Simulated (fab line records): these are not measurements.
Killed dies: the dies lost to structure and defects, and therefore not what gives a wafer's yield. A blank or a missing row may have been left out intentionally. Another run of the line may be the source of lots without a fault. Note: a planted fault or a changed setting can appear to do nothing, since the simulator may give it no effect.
Problem report, 8D (eight disciplines) form, completed by code || flow nand_harc || the parts of the form that need people (team, actions taken, sign-off) are left out

== 1. WHAT IS WRONG ==
At NHARC_A_ZERO_WELL_INSPECT_17, raw_defect_count averages 790 over 3 wafers from 2 lots, while fault-free wafers read 12, standard deviation 5.9. That is +99 or more standard deviations from the usual mean.
The first sign was on wafer L655.3 at day 10 10:08, on defect_inspect-01. At this step, 18 wafers from 6 lots have a number in the record. Rule for "out" (also "out of limits"): further than 4 standard deviations from the usual mean. The rest of the wafers with a number are treated as sound.

== 2. WHAT IT IS, WHAT IT ISN'T ==
{"question": "which readings at this step", "is": "raw_defect_count", "is not": "-"}
{"question": "which lots", "is": "L655, L657", "is not": "L642, L653, L656, L663"}
{"question": "which wafers of those lots", "is": "L655.3, L657.2, L657.6", "is not": "L655.1, L655.5, L657.4"}
{"question": "read on which gauges", "is": "defect_inspect-01", "is not": "defect_inspect-02"}
{"question": "when", "is": "from day 10 10:08", "is not": "up to then (8 sound wafers); but 7 sound wafers of L656, L657, L663 came after"}

== 3. SUSPECTS, AND WHAT RULES EACH OUT ==
Counting: a tool at a process step up to the reading stays a suspect if it ran every lot that is out. Sound lots after the first of them don't rule it out here, since some wafers of a struck lot are sound.
- ruled out: the gauge at NHARC_A_ZERO_WELL_INSPECT_17. All the wafers that are out were read on defect_inspect-01, but those of them that NHARC_END_SORT_01 has rows for are out there too, on other tools.
- rie_diel-01 at NHARC_A_ZERO_WELL_DESCUM_12 (chemistry O2, time 3 s): kept. It ran every lot that is out, first L655 (day 10 08:48).
- rie_diel-01 at NHARC_A_ZERO_WELL_ETCH_19 (etches the open film in N2/H2, target depth 80 nm, overetch 24 nm, time 87.88 s): kept. It ran every lot that is out, first L655 (day 10 08:52).
- rie_si-05 at NHARC_A_ZERO_WELL_ETCH_13 (etches the open film in HBr/Cl2, target depth 120 nm, time 40.1 s): kept. It processed each lot that is out (first: L655, day 10 08:59); up to then, its last sound lot is L653 (day 9 21:05).
- rtp_anneal-02 at NHARC_A_ZERO_WELL_RTA_16 (time 10 s): kept. It ran every lot that is out, first L655 (day 10 09:56).
- At NHARC_A_ZERO_WELL_ETCH_13, inside rie_si-05: chamber 1 took the wafers that are out, while their sound lot-mates went through chambers 2, 3.
Left after counting: rie_diel-01 at NHARC_A_ZERO_WELL_DESCUM_12, rie_diel-01 at NHARC_A_ZERO_WELL_ETCH_19, rie_si-05 at NHARC_A_ZERO_WELL_ETCH_13, rtp_anneal-02 at NHARC_A_ZERO_WELL_RTA_16.

== 4. THE CAUSE (what the simulator had put in) ==
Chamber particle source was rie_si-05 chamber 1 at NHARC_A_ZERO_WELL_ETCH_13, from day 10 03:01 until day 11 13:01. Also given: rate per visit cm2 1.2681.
Counting leaves 4 suspects; this tool is one of them.

== 5. THE EFFECT CHAIN, in route order ==
One row per reading whose mean, taken over the struck wafers that have a number, lies over 3 standard deviations from the usual. Scope: only readings with a usual standard deviation given in the record; hours: median across lots of the time from each lot's start at the first step in this table that gives one to its start at this step; sigmas: change in usual standard deviations.
{"hours": 0, "step": "NHARC_A_ZERO_WELL_INSPECT_17", "reading": "raw_defect_count", "usual": 12, "on struck wafers": 790, "change": "+778", "sigmas": "+99 or more"}
{"hours": 20, "step": "NHARC_A_SOURCE_PLATE_INSPECT_08", "reading": "raw_defect_count", "usual": 55, "on struck wafers": 852, "change": "+797", "sigmas": "+38"}
{"hours": 324, "step": "NHARC_END_SORT_01", "reading": "killed_at_array", "usual": 24, "on struck wafers": 126, "change": "+102", "sigmas": "+12"}
{"hours": 324, "step": "NHARC_END_SORT_01", "reading": "killed_dies", "usual": 28, "on struck wafers": 129, "change": "+101", "sigmas": "+11"}
At these later measuring or inspecting steps, every struck wafer for which the step has a row has a number for every such reading, and none has moved that far: NHARC_A_SOURCE_PLATE_THK_MEAS_09, NHARC_A_SOURCE_PLATE_THK_MEAS_06.

== 6. WHAT WOULD HAVE CAUGHT IT SOONER ==
7 hours passed between the start of the fault at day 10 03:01 and the first reading out of limits at a measuring or inspecting step in this record, taken at day 10 10:08.
No tool reading at NHARC_A_ZERO_WELL_ETCH_13 that has a usual standard deviation in the record was out on any struck wafer, so an alarm limit of 4 standard deviations on those readings would not have fired.
L657, from the lots that are out (2), started NHARC_A_ZERO_WELL_ETCH_13 on rie_si-05 later than day 10 10:08. It would have been spared by a hold on the tool at that moment.
